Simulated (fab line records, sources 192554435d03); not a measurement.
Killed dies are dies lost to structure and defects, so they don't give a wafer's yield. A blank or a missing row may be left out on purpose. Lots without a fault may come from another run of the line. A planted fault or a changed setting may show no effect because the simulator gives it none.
Split-lot experiment | flow n5_finfet | 7 lots, 21 wafers read, on a route of 1938 steps

THE SPLIT
At N5_BEOL_M5_COAT_71 (time 60 s, resist thk 5 nm), the setting spin_rpm was moved away from the recipe's 1500 rpm on 4 of the 21 wafers read, by -10.7% to +3.0%. The other wafers ran this setting at the recipe's value.

FROM THE SPLIT TO THE READING: what the file shows between them, 3 steps
- N5_BEOL_M5_COAT_05: resist thk 30 nm
- N5_BEOL_M5_EBR_07
- N5_BEOL_M5_DESCUM_16: chemistry O2, time 7 s

THE READING
etch.depth_nm (the simulator's own value, which no gauge read), in nm, at N5_BEOL_M5_ETCH_72 (etches underlayer in N2/H2, target depth 6.5 nm, time 5.2 s). The file gives no usual value for it. The 17 wafers here that ran the recipe average 5.001 nm, standard deviation 0.017 nm.

wafer  | tool, chamber at the split | spin_rpm as run, rpm | against the recipe | etch.depth_nm, nm | against lot-mates on the recipe
L077.1 | litho_track-05, 0          | 1500                 | recipe             | 4.986             | -
L077.4 | litho_track-05, 0          | 1500                 | recipe             | 5.012             | -
L077.6 | litho_track-05, 0          | 1500                 | recipe             | 5.01              | -
L079.3 | litho_track-01, 0          | 1500                 | recipe             | 4.97              | -
L079.5 | litho_track-01, 0          | 1500                 | recipe             | 4.988             | -
L079.6 | litho_track-01, 0          | 1500                 | recipe             | 4.989             | -
L080.2 | litho_track-05, 0          | 1500                 | recipe             | 4.984             | -
L080.3 | litho_track-05, 0          | 1500                 | recipe             | 4.992             | -
L080.4 | litho_track-05, 0          | 1500                 | recipe             | 4.99              | -
L083.3 | litho_track-01, 0          | 1500                 | recipe             | 5.03              | -
L083.4 | litho_track-01, 0          | 1500                 | recipe             | 5.031             | -
L083.5 | litho_track-01, 0          | 1500                 | recipe             | 5.016             | -
L085.1 | litho_track-05, 0          | 1500                 | recipe             | 4.993             | -
L085.5 | litho_track-05, 0          | 1500                 | recipe             | 4.992             | -
L085.6 | litho_track-05, 0          | 1545                 | +3.0%              | 4.914             | -0.079
L088.1 | litho_track-01, 0          | 1500                 | recipe             | 5.026             | -
L088.5 | litho_track-01, 0          | 1394                 | -7.1%              | 5.2               | +0.185
L088.6 | litho_track-01, 0          | 1500                 | recipe             | 5.004             | -
L090.1 | litho_track-01, 0          | 1500                 | recipe             | 5.004             | -
L090.3 | litho_track-01, 0          | 1339                 | -10.7%             | 5.305             | +0.301
L090.4 | litho_track-01, 0          | 1339                 | -10.7%             | 5.314             | +0.310

THE FIT
A straight line over all 21 wafers: etch.depth_nm changes by -0.0287 nm for each +1% of spin_rpm; r = -0.99; the points scatter about the line by 0.016 nm.
The same after taking each lot's own level away (the mean of its wafers on the recipe; 21 wafers): -0.028 nm for each +1%; r = -1.00; scatter 0.0084 nm.
On that fit, the largest move of spin_rpm shifts the reading by 0.3 nm.
The lots' own levels span 4.9823 to 5.0257 nm, that is 2.5 times the standard deviation above.
So the lot-to-lot level changes the slope little: the two slopes agree.
Check: with one of the wafers moved furthest among these (-10.7%) left out of the fit, the line predicts +0.3 nm for it against its lot-mates. It came out at +0.301 nm against them.

OTHER SPLITS ON THESE WAFERS
These wafers also went through other splits before the reading. Each is held against what the fit with the lots' levels taken away leaves over:
other split on the same wafers | wafers away from the commonest value | r with etch.depth_nm (lot level and that fit taken away)
N5_BEOL_M3_ILD_DEP_00 time_s   | 7                                    | +0.29
N5_BEOL_M3_COAT_05 spin_rpm    | 2                                    | +0.06
N5_BEOL_M4_COAT_62 spin_rpm    | 6                                    | -0.07

THE WHOLE CHAIN: every reading that the file lists as answering this split, in the file's order
step               | what it does                                                | reading                                                                               | change (the file's fit)                | r (the file's)
N5_BEOL_M5_COAT_71 | time 60 s, resist thk 5 nm                                  | underlayer_of_BEOL_M5_COAT_71.thk_nm (the simulator's own value, which no gauge read) | -0.0328 nm for each +1% of the setting | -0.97
N5_BEOL_M5_ETCH_72 | etches underlayer in N2/H2, target depth 6.5 nm, time 5.2 s | etch.depth_nm (the simulator's own value, which no gauge read)                        | -0.0277 nm for each +1% of the setting | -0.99

THE FILE'S OWN FIT
etch.depth_nm changes by -0.0277 nm for each +1% of spin_rpm, r = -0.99.
